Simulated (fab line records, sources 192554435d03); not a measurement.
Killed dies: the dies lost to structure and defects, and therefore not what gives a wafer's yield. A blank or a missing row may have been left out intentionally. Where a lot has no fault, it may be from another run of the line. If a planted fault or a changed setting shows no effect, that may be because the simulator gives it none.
Matching of chambers | flow n5_finfet | 4 sister chambers for N5_MOL_CONTACT_COAG_ALD_133 on ald_sin-02
The step deposits SiO2, target thk 5 nm, pulse time 1 s, co reactant pulse time 1 s. 8 wafers are shown with their chamber, then 7 later ones without.

## WAFERS WITH THEIR CHAMBER
wafer  | chamber | heater_power_w (W) | precursor_pulse_height_rel
L080.1 | 2       | 69                 | 1.017
L083.5 | 3       | 91                 | 1.003
L083.6 | 2       | 69                 | 0.987
L086.1 | 0       | 80                 | 1.012
L086.4 | 1       | 67                 | 1.051
L086.5 | 1       | 68                 | 0.995
L089.1 | 3       | 89                 | 0.996
L089.2 | 0       | 75                 | 0.975

## WAFERS WITH NO CHAMBER GIVEN
wafer  | heater_power_w (W) | precursor_pulse_height_rel
L089.4 | 70                 | 0.991
L091.1 | 68                 | 1.003
L091.4 | 78                 | 0.991
L091.6 | 74                 | 1.008
L095.2 | 77                 | 0.981
L095.3 | 70                 | 1.003
L095.6 | 91                 | 1.005

## EACH ONE'S CHAMBER
wafer  | from the rows above          | in truth
L089.4 | can't be placed: 2 or 1      | 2
L091.1 | can't be placed: 2 or 1      | 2
L091.4 | 0                            | 0
L091.6 | can't be placed: 0 or 2 or 1 | 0
L095.2 | 0                            | 0
L095.3 | can't be placed: 2 or 1      | 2
L095.6 | 3                            | 3
Correctly placed: 3 of 7. Cannot be placed on the basis of these rows: 4; the candidates contain the true chamber in 4. Placed wrongly: 0.
How it was worked out, from the rows above alone: a wafer's distance from a chamber is the root of the sum, over the readings, of the square of ((its reading less the chamber's mean) divided by the reading's scatter). If the next closest chamber is less than 2 further off than the closest, the wafer can't be placed; otherwise it belongs to the closest. A chamber's mean is the mean of its shown wafers. The scatter: take each reading less its chamber's mean, square it, sum over the shown wafers, divide by the number of wafers less the number of chambers, and take the root.
